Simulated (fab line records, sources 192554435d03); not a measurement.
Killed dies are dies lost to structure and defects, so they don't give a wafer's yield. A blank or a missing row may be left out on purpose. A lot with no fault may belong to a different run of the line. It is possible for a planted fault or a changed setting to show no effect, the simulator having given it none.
fab line records	flow n5_finfet
record: lots: 7	wafers: 39
route steps=1938 shown TV_OPEN@1890 PASSIVATION@1934
start_h: hours from the record's first day to the start of the lot's first wafer shown	wait_h: hours elapsed since this lot's preceding step	" same as the row above	L1.1+2: a row that stands for several wafers	- value missing, or start not given	* or withheld: withheld	< > ~ a bound
route shown NAME@n: NAME is a module with steps in the file, n the number in the route of the first one	usual: the fault-free wafers' mean and standard deviation	same: alike in all rows	chamber/n: place in a boat	sites: readings site by site	_std_site: standard deviation across them	_edge_site: outer sites' mean less inner sites'	radius_mm: for every site, how far away it sits from the centre of the wafer	mask NAME#n: copy n	behind: the most recent tool/chamber to have shaped the wafer	hold: reason for holding the lot/hours on hold/outcome of the hold	device: which transistor (n, p or np) failed to switch	end of line: tests run on the same wafers once the route is complete	a step without rows: its recipe alone	killed: not the wafer's yield, but the dies lost to structure and defects at the first sort	map: shows each die of a wafer: x if killed, . if not, _ if none is there
set.NAME: setting as actually run; set.NAME@STEP: the setting as run at that earlier step	model.NAME: the simulator's own value behind a step, which no gauge read
lots whose settings were changed on purpose; a table a step, a row a wafer
== steps ==
step: N5_PASSIVATION_ETCH_15
recipe: chemistry: CF4/N2	target: SiCN	target_depth_a: 750	taper_deg: 2	time_s: 81.2	ion_energy_ev: 150	mask_material: SiNx	pressure_mtorr: 40	source_w: 430	bias_w: 70	Ar_flow_sccm: 100	cf4_flow_sccm: 60	n2_flow_sccm: 60
lot.wafer	tool	chamber	start_h	wait_h	set.target_depth_a	model.etch.depth_nm
L078.1	rie_diel-01	1	-	-	1040	88.71
L078.2	"	2	"	"	1040	86.74
L078.3	"	0	"	"	750	63.23
L078.4	"	3	"	"	750	64.56
L078.5	"	0	"	"	750	63.01
L078.6	"	3	"	"	1040	89.54
L081.1	rie_diel-05	1	-	-	750	62.28
L081.2	"	0	"	"	750	64.51
L081.3	"	2	"	"	606.6	50.84
L081.4	"	2	"	"	606.6	51.26
L081.5	"	1	"	"	606.6	50.27
L081.6	"	0	"	"	750	65.07
L088.1	rie_diel-01	3	-	-	435	37.69
L088.2	"	1	"	"	750	64.01
L088.3	"	2	"	"	435	36.46
L088.4	"	0	"	"	750	65.18
L088.5	"	3	"	"	750	65.35
L088.6	"	0	"	"	435	36.98
L089.1	rie_diel-01	0	-	-	750	63.99
L089.2	"	2	"	"	750	62.67
L089.3	"	1	"	"	1154	97.33
L089.4	"	2	"	"	750	62.46
L089.5	"	0	"	"	1154	98.42
L089.6	"	1	"	"	1154	97.35
L092.1	rie_diel-05	0	-	-	750	65.19
L092.2	"	2	"	"	397.5	33.47
L092.3	"	3	"	"	397.5	34.5
L092.4	"	1	"	"	750	62.45
L092.5	"	0	"	"	750	66.01
L092.6	"	3	"	"	397.5	34.33
L093.1	rie_diel-05	2	-	-	750	63.85
L093.2	"	1	"	"	1104	92.92
L093.3	"	0	"	"	750	65.25
L093.4	"	3	"	"	1104	96.17
L093.5	"	3	"	"	750	65.78
L093.6	"	2	"	"	1104	93.6
L096.3	rie_diel-01	1	-	-	750	62.83
L096.4	"	2	"	"	750	66.83
L096.5	"	1	"	"	750	63.37
step: N5_PASSIVATION_STRIP_73
recipe: chemistry: post_etch_residue_remover	time_s: 60	temp_c: 25	remover_ph: withheld	remover_water_wt_pct: withheld	remover_fluoride_wt_pct: withheld
step: N5_PASSIVATION_SRD_17
recipe: time_s: 30	temp_c: 23	rinse_liquid: diw	dry: n2_spin	spin_rpm: 1500	dry_time_s: 30
step: N5_PASSIVATION_SRD_72
recipe: dry: ipa_marangoni	time_s: 30	temp_c: 23	rinse_liquid: diw
step: N5_PASSIVATION_ANNEAL_56
recipe: temp_c: 400	time_s: 1800	ambient: FGA	idle_temp_c: 300	ramp_up_c_per_min: 5	ramp_down_c_per_min: 3
step: N5_PASSIVATION_PROBE_49
usual: defect_limited_yield: 91.0/1.3	killed_at_M0_to_M3: 36/9.5	killed_at_M4_up: 14/5.6	killed_at_contacts: 12/6.4	killed_at_front_end: 40/10	killed_at_other: 3.2/3	killed_dies: 107/15	killed_open: 69/12	killed_short: 35/7.7	sort_bin_5_function: 5.3/0.91	sort_bin_6_memory: 3.3/0.65	sort_bin_8_speed: 0.00/0.012	sort_n_pass: 1073/15	sort_yield_pct: 91.0/1.3
same: gross_dies: 1180	killed_at_back_side: 0	sort_bin_4_leakage[%]: 0
lot.wafer	tool	chamber	start_h	wait_h	set.target_depth_a@PASSIVATION_ETCH_15	defect_limited_yield[%]	killed_at_M0_to_M3	killed_at_M4_up	killed_at_contacts	killed_at_front_end	killed_at_other	killed_dies	killed_open	killed_short	sort_bin_5_function[%]	sort_bin_6_memory[%]	sort_bin_8_speed[%]	sort_n_pass	sort_yield_pct[%]
L078.1	prober-02	-	291.74	0.0	1040	90.6	41	11	21	32	6	111	70	38	6.5	2.6	0	1069	90.6
L078.2	prober-02	-	291.79	0.1	1040	90.8	32	13	23	37	3	108	73	31	5.5	3.6	0	1072	90.8
L078.3	prober-02	-	291.84	0.1	750	92.3	28	10	8	39	6	91	68	22	4.9	2.7	0	1089	92.3
L078.4	prober-02	-	291.89	0.2	750	0	38	1072	12	47	11	1180	71	44	95.6	3.3	0	0	0
L078.5	prober-02	-	291.94	0.2	750	0	33	1049	26	63	9	1180	92	40	93.6	5.4	0	0	0
L078.6	prober-02	-	291.99	0.3	1040	0	28	1088	20	39	5	1180	71	33	96.3	3.5	0	0	0
L081.1	prober-01	-	309.29	0.0	750	93.0	33	10	3	30	7	83	55	28	3.9	2.7	0	1097	93.0
L081.2	prober-01	-	309.34	0.1	750	91.2	35	12	11	44	2	104	69	30	5.0	3.0	0	1076	91.2
L081.3	prober-01	-	309.39	0.1	606.6	70.8	19	14	12	40	259	344	61	24	25.8	3.2	0	836	70.8
L081.4	prober-01	-	309.44	0.2	606.6	82.0	16	14	8	50	124	212	58	27	14.2	3.0	0	968	82.0
L081.5	prober-01	-	309.49	0.2	606.6	58.6	41	14	7	42	385	489	78	29	37.5	3.3	0	691	58.6
L081.6	prober-01	-	309.54	0.3	750	90.8	35	12	11	47	4	109	60	49	5.3	3.5	0	1071	90.8
L088.1	prober-02	-	358.16	0.0	435	0	55	19	4	44	1058	1180	84	41	95.3	4.5	0	0	0
L088.2	prober-02	-	358.21	0.1	750	89.3	44	14	12	54	2	126	79	44	6.3	3.9	0	1054	89.3
L088.3	prober-02	-	358.26	0.1	435	0	44	15	8	50	1063	1180	79	41	96.1	3.5	0	0	0
L088.4	prober-02	-	358.31	0.2	750	91.1	29	27	5	38	6	105	74	31	5.1	3.4	0	1075	91.1
L088.5	prober-02	-	358.36	0.2	750	89.7	62	9	6	38	6	121	70	50	5.7	4.4	0	1059	89.7
L088.6	prober-02	-	358.41	0.3	435	0	39	32	14	51	1044	1180	101	35	95.4	4.4	0	0	0
L089.1	prober-02	-	385.74	0.0	750	91.3	27	12	6	52	6	103	58	41	4.8	3.5	0	1077	91.3
L089.2	prober-02	-	385.79	0.1	750	90.3	37	21	6	37	13	114	73	41	5.8	3.3	0	1066	90.3
L089.3	prober-02	-	385.84	0.1	1154	90.4	44	24	5	29	11	113	80	33	5.3	4.0	0	1067	90.4
L089.4	prober-02	-	385.89	0.2	750	91.4	24	21	14	40	2	101	75	24	5.3	3.1	0	1079	91.4
L089.5	prober-02	-	385.94	0.2	1154	90.7	29	33	12	30	6	110	78	32	5.3	4.1	0	1070	90.7
L089.6	prober-02	-	385.99	0.3	1154	91.4	35	14	13	37	3	102	51	50	4.7	3.4	0.08	1077	91.3
L092.1	prober-01	-	391.61	0.0	750	91.8	38	6	10	42	1	97	58	38	4.3	3.6	0	1083	91.8
L092.2	prober-01	-	391.66	0.1	397.5	0	38	13	12	51	1066	1180	69	43	96.6	3.1	0	0	0
L092.3	prober-01	-	391.71	0.1	397.5	0	32	79	8	55	1006	1180	68	36	96.3	3.5	0	0	0
L092.4	prober-01	-	391.76	0.2	750	82.7	30	125	13	36	0	204	58	30	14.7	2.3	0	976	82.7
L092.5	prober-01	-	391.81	0.2	750	89.3	32	31	13	50	0	126	81	45	6.2	4.2	0	1054	89.3
L092.6	prober-01	-	391.86	0.3	397.5	0	46	14	8	39	1073	1180	76	31	97.3	2.5	0	0	0
L093.1	prober-02	-	404.61	0.0	750	90.3	38	13	7	53	3	114	63	49	5.4	3.6	0	1066	90.3
L093.2	prober-02	-	404.66	0.1	1104	0	53	1082	4	41	0	1180	70	43	95.9	3.5	0	0	0
L093.3	prober-02	-	404.71	0.1	750	88.8	57	10	6	58	1	132	84	47	7.0	3.6	0	1048	88.8
L093.4	prober-02	-	404.76	0.2	1104	0	29	1080	7	64	0	1180	68	39	96.8	3.0	0	0	0
L093.5	prober-02	-	404.81	0.2	750	0	34	1096	6	43	1	1180	60	35	96.7	3.1	0	0	0
L093.6	prober-02	-	404.86	0.3	1104	88.4	55	25	6	43	8	137	79	51	7.6	3.3	0	1043	88.4
L096.3	prober-01	-	421.68	0.1	750	90.2	35	9	14	58	0	116	69	47	5.3	4.0	0	1064	90.2
L096.4	prober-01	-	421.73	0.2	750	90.4	44	6	16	46	1	113	67	37	4.9	4.1	0	1067	90.4
L096.5	prober-01	-	421.78	0.2	750	90.3	46	17	2	49	0	114	72	33	5.8	3.1	0	1066	90.3
killed by level:class
L078.1 MOL_CONTACT_COAG:geometric_particle:open=20 BEOL_M0_SAQP:geometric_particle:short=14 BEOL_M0_SAQP:geometric_particle:open=11 STI_FIN_REVEAL:geometric_particle:open=9 BEOL_M4:geometric_particle:open=6 GATE_CUT:geometric_particle:short=5 BEOL_M1:geometric_particle:open=5 BEOL_M3:geometric_particle:open=4
L078.2 MOL_CONTACT_COAG:geometric_particle:open=18 BEOL_M3:geometric_particle:open=10 STI_FIN_REVEAL:geometric_particle:open=9 BEOL_M2:geometric_particle:open=9 MOL_CONTACT_COAG:geometric_particle:short=5 BEOL_M4:geometric_particle:open=5 FIN_SAQP:geometric_particle:open=4 BEOL_M2:geometric_particle:short=4
L078.3 STI_FIN_REVEAL:geometric_particle:open=14 BEOL_M3:geometric_particle:open=8 MOL_CONTACT_COAG:geometric_particle:open=7 BEOL_M2:geometric_particle:open=7 BEOL_M4:geometric_particle:open=6 ILD0:geometric_particle:open=3 GATE_CUT:geometric_particle:short=3 GATE_CUT:geometric_particle:open=3
L078.4 BEOL_M9:area_etch=1060 STI_FIN_REVEAL:geometric_particle:open=15 BEOL_M0_SAQP:geometric_particle:open=14 BEOL_M0_SAQP:geometric_particle:short=11 FIN_SAQP:geometric_particle:short=10 MOL_CONTACT_COAG:geometric_particle:open=9 BEOL_M2:geometric_particle:open=9 PASS1_DEP:geometric_particle:open=6
L078.5 BEOL_M9:area_etch=1038 STI_FIN_REVEAL:geometric_particle:open=21 MOL_CONTACT_COAG:geometric_particle:open=21 FIN_SAQP:geometric_particle:short=10 HKMG_FIN:area_etch=10 BEOL_M2:geometric_particle:open=9 BEOL_M1:geometric_particle:open=7 BEOL_M0_SAQP:geometric_particle:open=6
L078.6 BEOL_M9:area_etch=1073 MOL_CONTACT_COAG:geometric_particle:open=18 STI_FIN_REVEAL:geometric_particle:open=9 FIN_SAQP:geometric_particle:open=8 GATE_CUT:geometric_particle:short=6 BEOL_M2:geometric_particle:open=6 BEOL_M0_SAQP:geometric_particle:open=5 BEOL_M3:geometric_particle:open=5
L081.1 BEOL_M3:geometric_particle:open=12 BEOL_M0_SAQP:geometric_particle:short=10 FIN_SAQP:geometric_particle:short=6 BEOL_M4:geometric_particle:open=6 BEOL_M0_SAQP:geometric_particle:open=5 FIN_SAQP:geometric_particle:open=4 STI_FIN_REVEAL:geometric_particle:open=4 STARTING-WAFER:geometric_particle:open=4
L081.2 BEOL_M0_SAQP:geometric_particle:open=12 MOL_CONTACT_COAG:geometric_particle:open=10 BEOL_M3:geometric_particle:open=10 FIN_SAQP:geometric_particle:open=8 FIN_SAQP:geometric_particle:short=7 BEOL_M4:geometric_particle:open=7 BEOL_M0_SAQP:geometric_particle:short=6 STI_FIN_REVEAL:geometric_particle:open=5
L081.3 TV_OPEN:area_etch=258 FIN_SAQP:geometric_particle:open=12 MOL_CONTACT_COAG:geometric_particle:open=10 FIN_SAQP:geometric_particle:short=7 BEOL_M4:geometric_particle:open=7 DUMMY_GATE:geometric_particle:open=5 SPACER0:geometric_particle:short=5 BEOL_M0_SAQP:geometric_particle:open=5
L081.4 TV_OPEN:area_etch=122 FIN_SAQP:geometric_particle:open=11 FIN_SAQP:geometric_particle:short=7 BEOL_M4:geometric_particle:open=7 STI_FIN_REVEAL:geometric_particle:open=6 MOL_CONTACT_COAG:geometric_particle:open=6 DUMMY_GATE:geometric_particle:open=5 BEOL_M3:geometric_particle:open=5
L081.5 TV_OPEN:area_etch=380 FIN_SAQP:geometric_particle:open=11 BEOL_M3:geometric_particle:open=10 BEOL_M0_SAQP:geometric_particle:short=9 BEOL_M1:geometric_particle:open=8 DUMMY_GATE:geometric_particle:open=6 MOL_CONTACT_COAG:geometric_particle:open=6 STI_FIN_REVEAL:geometric_particle:open=5
L081.6 FIN_SAQP:geometric_particle:short=11 MOL_CONTACT_COAG:geometric_particle:open=9 FIN_SAQP:geometric_particle:open=8 BEOL_M0_SAQP:geometric_particle:short=8 BEOL_M3:geometric_particle:open=8 BEOL_M3:geometric_particle:short=8 BEOL_M0_SAQP:geometric_particle:open=7 BEOL_M4:geometric_particle:open=7
L088.1 TV_OPEN:area_etch=1055 BEOL_M1:geometric_particle:open=20 STI_FIN_REVEAL:geometric_particle:open=14 BEOL_M0_SAQP:geometric_particle:short=10 BEOL_M0_SAQP:geometric_particle:open=8 FIN_SAQP:geometric_particle:short=7 BEOL_M2:geometric_particle:open=6 GATE_CUT:geometric_particle:short=5
L088.2 BEOL_M2:geometric_particle:open=13 FIN_SAQP:geometric_particle:open=12 STI_FIN_REVEAL:geometric_particle:open=11 MOL_CONTACT_COAG:geometric_particle:open=11 FIN_SAQP:geometric_particle:short=10 BEOL_M0_SAQP:geometric_particle:short=10 BEOL_M0_SAQP:geometric_particle:open=10 BEOL_M4:geometric_particle:open=10
L088.3 TV_OPEN:area_etch=1060 STI_FIN_REVEAL:geometric_particle:open=16 BEOL_M1:geometric_particle:short=10 FIN_SAQP:geometric_particle:open=9 BEOL_M2:geometric_particle:open=8 BEOL_M4:geometric_particle:open=7 BEOL_M0_SAQP:geometric_particle:short=7 MOL_CONTACT_COAG:geometric_particle:open=6
L088.4 STI_FIN_REVEAL:geometric_particle:open=10 BEOL_M1:geometric_particle:open=9 BEOL_M4:geometric_particle:open=9 FIN_SAQP:geometric_particle:open=8 BEOL_M0_SAQP:geometric_particle:short=6 FIN_SAQP:geometric_particle:short=5 DUMMY_GATE:geometric_particle:open=4 MOL_CONTACT_COAG:geometric_particle:open=4
L088.5 BEOL_M2:geometric_particle:open=15 FIN_SAQP:geometric_particle:short=14 BEOL_M0_SAQP:geometric_particle:short=13 BEOL_M1:geometric_particle:open=10 BEOL_M0_SAQP:geometric_particle:open=7 MOL_CONTACT_COAG:geometric_particle:open=6 DUMMY_GATE:geometric_particle:open=5 BEOL_M1:geometric_particle:short=5
L088.6 TV_OPEN:area_etch=1044 BEOL_M4:geometric_particle:open=17 FIN_SAQP:geometric_particle:open=13 FIN_SAQP:geometric_particle:short=13 BEOL_M2:geometric_particle:open=12 STI_FIN_REVEAL:geometric_particle:open=11 MOL_CONTACT_COAG:geometric_particle:open=10 BEOL_M1:geometric_particle:open=10
L089.1 FIN_SAQP:geometric_particle:short=16 FIN_SAQP:geometric_particle:open=13 STI_FIN_REVEAL:geometric_particle:open=6 DUMMY_GATE:geometric_particle:open=6 BEOL_M1:geometric_particle:open=6 MOL_CONTACT_COAG:geometric_particle:open=5 BEOL_M0_SAQP:geometric_particle:open=5 BEOL_M0_SAQP:geometric_particle:short=5
L089.2 BEOL_M4:geometric_particle:open=9 DUMMY_GATE:geometric_particle:open=8 STI_FIN_REVEAL:geometric_particle:open=7 BEOL_M0_SAQP:geometric_particle:open=7 BEOL_M0_SAQP:geometric_particle:short=7 BEOL_M3:geometric_particle:open=7 MIM_TOP_ETCH:geometric_particle:open=6 FIN_SAQP:geometric_particle:open=5
L089.3 BEOL_M4:geometric_particle:open=13 BEOL_M0_SAQP:geometric_particle:short=10 BEOL_M2:geometric_particle:open=10 STI_FIN_REVEAL:geometric_particle:open=6 BEOL_M0_SAQP:geometric_particle:open=6 BEOL_M1:geometric_particle:open=6 FIN_SAQP:geometric_particle:open=4 MOL_CONTACT_COAG:geometric_particle:open=4
L089.4 STI_FIN_REVEAL:geometric_particle:open=13 BEOL_M2:geometric_particle:open=13 MOL_CONTACT_COAG:geometric_particle:open=12 BEOL_M4:geometric_particle:open=6 DUMMY_GATE:geometric_particle:open=5 DUMMY_GATE:geometric_particle:short=4 BEOL_M4:geometric_particle:short=4 GATE_CUT:geometric_particle:short=3
L089.5 BEOL_M4:geometric_particle:open=19 MOL_CONTACT_COAG:geometric_particle:open=11 FIN_SAQP:geometric_particle:open=10 BEOL_M2:geometric_particle:open=7 BEOL_M0_SAQP:geometric_particle:short=6 STI_FIN_REVEAL:geometric_particle:open=5 BEOL_M0_SAQP:geometric_particle:open=5 BEOL_M4:geometric_particle:short=5
L089.6 FIN_SAQP:geometric_particle:short=19 BEOL_M0_SAQP:geometric_particle:short=10 BEOL_M0_SAQP:geometric_particle:open=9 MOL_CONTACT_COAG:geometric_particle:open=8 BEOL_M4:geometric_particle:open=7 STI_FIN_REVEAL:geometric_particle:open=5 GATE_CUT:geometric_particle:short=5 MOL_CONTACT_COAG:geometric_particle:short=5
L092.1 BEOL_M0_SAQP:geometric_particle:short=12 FIN_SAQP:geometric_particle:short=10 BEOL_M0_SAQP:geometric_particle:open=10 STI_FIN_REVEAL:geometric_particle:open=9 MOL_CONTACT_COAG:geometric_particle:open=7 FIN_SAQP:geometric_particle:open=6 BEOL_M2:geometric_particle:open=5 BEOL_M3:geometric_particle:open=4
L092.2 TV_OPEN:area_etch=1066 FIN_SAQP:geometric_particle:short=18 BEOL_M0_SAQP:geometric_particle:open=13 MOL_CONTACT_COAG:geometric_particle:open=11 BEOL_M0_SAQP:geometric_particle:short=9 STI_FIN_REVEAL:geometric_particle:open=8 FIN_SAQP:geometric_particle:open=7 BEOL_M3:geometric_particle:open=7
L092.3 TV_OPEN:area_etch=1006 BEOL_M15:area_etch=70 FIN_SAQP:geometric_particle:open=12 BEOL_M0_SAQP:geometric_particle:short=9 STI_FIN_REVEAL:geometric_particle:open=9 FIN_SAQP:geometric_particle:short=7 BEOL_M0_SAQP:geometric_particle:open=7 MOL_CONTACT_COAG:geometric_particle:open=7
L092.4 BEOL_M15:area_etch=116 MOL_CONTACT_COAG:geometric_particle:open=13 STI_FIN_REVEAL:geometric_particle:open=8 BEOL_M0_SAQP:geometric_particle:open=6 BEOL_M2:geometric_particle:open=6 FIN_SAQP:geometric_particle:open=5 FIN_SAQP:geometric_particle:short=5 BEOL_M4:geometric_particle:open=5
L092.5 BEOL_M4:geometric_particle:open=16 FIN_SAQP:geometric_particle:short=13 MOL_CONTACT_COAG:geometric_particle:open=12 FIN_SAQP:geometric_particle:open=9 STI_FIN_REVEAL:geometric_particle:open=7 BEOL_M0_SAQP:geometric_particle:open=7 BEOL_M4:geometric_particle:short=7 BEOL_M2:geometric_particle:open=6
L092.6 TV_OPEN:area_etch=1073 BEOL_M0_SAQP:geometric_particle:open=17 BEOL_M0_SAQP:geometric_particle:short=11 MOL_CONTACT_COAG:geometric_particle:open=8 FIN_SAQP:geometric_particle:short=7 BEOL_M4:geometric_particle:open=7 FIN_SAQP:geometric_particle:open=6 STI_FIN_REVEAL:geometric_particle:open=6
L093.1 FIN_SAQP:geometric_particle:short=26 FIN_SAQP:geometric_particle:open=17 BEOL_M0_SAQP:geometric_particle:open=14 BEOL_M0_SAQP:geometric_particle:short=10 MOL_CONTACT_COAG:geometric_particle:open=5 BEOL_M1:geometric_particle:open=5 BEOL_M2:geometric_particle:open=5 BEOL_M4:geometric_particle:open=5
L093.2 BEOL_M15:area_etch=1066 BEOL_M0_SAQP:geometric_particle:short=15 BEOL_M0_SAQP:geometric_particle:open=15 FIN_SAQP:geometric_particle:short=14 FIN_SAQP:geometric_particle:open=9 BEOL_M1:geometric_particle:open=6 BEOL_M2:geometric_particle:open=5 BEOL_M3:geometric_particle:open=5
L093.3 FIN_SAQP:geometric_particle:open=23 FIN_SAQP:geometric_particle:short=21 BEOL_M0_SAQP:geometric_particle:open=14 BEOL_M0_SAQP:geometric_particle:short=13 BEOL_M1:geometric_particle:open=9 BEOL_M3:geometric_particle:open=7 MOL_CONTACT_COAG:geometric_particle:open=6 DUMMY_GATE:geometric_particle:open=6
L093.4 BEOL_M15:area_etch=1072 FIN_SAQP:geometric_particle:short=21 FIN_SAQP:geometric_particle:open=17 BEOL_M0_SAQP:geometric_particle:short=8 STI_FIN_REVEAL:geometric_particle:open=7 MOL_CONTACT_COAG:geometric_particle:open=7 BEOL_M0_SAQP:geometric_particle:open=7 STI_FIN_REVEAL:geometric_particle:short=4
L093.5 BEOL_M15:area_etch=1082 FIN_SAQP:geometric_particle:short=15 FIN_SAQP:geometric_particle:open=10 BEOL_M1:geometric_particle:open=8 BEOL_M0_SAQP:geometric_particle:open=7 STI_FIN_REVEAL:geometric_particle:open=6 BEOL_M0_SAQP:geometric_particle:short=5 BEOL_M2:geometric_particle:open=5
L093.6 BEOL_M0_SAQP:geometric_particle:short=15 BEOL_M0_SAQP:geometric_particle:open=14 BEOL_M4:geometric_particle:open=13 BEOL_M2:geometric_particle:open=10 FIN_SAQP:geometric_particle:open=8 GATE_CUT:geometric_particle:short=7 BEOL_M1:geometric_particle:open=7 FIN_SAQP:geometric_particle:short=6
L096.3 FIN_SAQP:geometric_particle:short=11 FIN_SAQP:geometric_particle:open=10 STI_FIN_REVEAL:geometric_particle:open=10 MOL_CONTACT_COAG:geometric_particle:open=10 BEOL_M0_SAQP:geometric_particle:short=10 BEOL_M2:geometric_particle:open=9 ILD0:geometric_particle:open=5 BEOL_M4:geometric_particle:open=5
L096.4 STI_FIN_REVEAL:geometric_particle:open=15 MOL_CONTACT_COAG:geometric_particle:open=11 BEOL_M0_SAQP:geometric_particle:short=8 BEOL_M2:geometric_particle:open=7 BEOL_M0_SAQP:geometric_particle:open=7 HKMG_FIN:area_etch=7 FIN_SAQP:geometric_particle:short=6 BEOL_M1:geometric_particle:open=6
L096.5 BEOL_M0_SAQP:geometric_particle:short=13 BEOL_M0_SAQP:geometric_particle:open=12 DUMMY_GATE:geometric_particle:open=9 FIN_SAQP:geometric_particle:open=8 STI_FIN_REVEAL:geometric_particle:open=8 BEOL_M4:geometric_particle:open=7 BEOL_M0:geometric_particle:open=7 HKMG_FIN:area_etch=7
== key ==
split: step: N5_PASSIVATION_ETCH_15	setting: target_depth_a	stated: 750	by: wafer
response: step: N5_PASSIVATION_ETCH_15	reading: model.etch.depth_nm	change: +0.644	per: 1%	r: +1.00
response: step: N5_PASSIVATION_PROBE_49	reading: killed_at_other	shape: bent	at_lowest: 1048.3	at_stated: 3.9	at_highest: 6.7
